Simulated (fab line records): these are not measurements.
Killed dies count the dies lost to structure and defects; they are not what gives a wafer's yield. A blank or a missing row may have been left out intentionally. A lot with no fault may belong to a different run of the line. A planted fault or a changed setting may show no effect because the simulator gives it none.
Matching of chambers ; flow nand-harc ; NHARC_THIN_TSV_CMP_01 on cmp-01: 4 sister chambers
The step polishes. 4 wafers are shown with their chamber, then 12 later ones without.

== WAFERS WITH THEIR CHAMBER ==
wafer;chamber;motor-current-A (A)
L084.3;1;11.6
L090.3;3;11.6
L090.4;0;12.5
L090.5;2;12.0

== WAFERS WHOSE CHAMBER IS MISSING ==
wafer;motor-current-A (A)
L093.1;11.7
L093.5;12.5
L093.6;11.9
L096.1;12.3
L096.2;11.0
L096.4;12.2
L094.1;10.7
L094.4;11.5
L094.6;11.2
L097.1;10.9
L097.4;12.4
L097.6;11.3

== EACH ONE'S CHAMBER ==
wafer;from the rows above;in truth
L093.1;can't be placed: 1 or 3 or 2 or 0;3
L093.5;can't be placed: 0 or 2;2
L093.6;can't be placed: 2 or 1 or 3 or 0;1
L096.1;can't be placed: 0 or 2 or 1 or 3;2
L096.2;can't be placed: 1 or 3 or 2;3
L096.4;can't be placed: 2 or 0 or 1 or 3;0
L094.1;can't be placed: 1 or 3 or 2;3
L094.4;can't be placed: 1 or 3 or 2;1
L094.6;can't be placed: 1 or 3 or 2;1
L097.1;can't be placed: 1 or 3 or 2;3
L097.4;can't be placed: 0 or 2 or 1 or 3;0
L097.6;can't be placed: 1 or 3 or 2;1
Correctly placed: 0 of 12. From these rows, 12 cannot be placed; in 12 the true chamber is one of the candidates. 0 placed wrongly.
How it was worked out, from the rows above alone: a wafer's distance from a chamber is the root of the sum, over the readings, of the square of ((its reading less the chamber's mean) divided by the reading's scatter). The wafer belongs to the nearest chamber; if the next one is less than 2 further off, it can't be placed. The mean given for a chamber averages the wafers shown for that chamber. The scatter (one wafer shown for each chamber): square how far every hidden wafer sits from the nearest shown wafer, average those squares and take the square root.
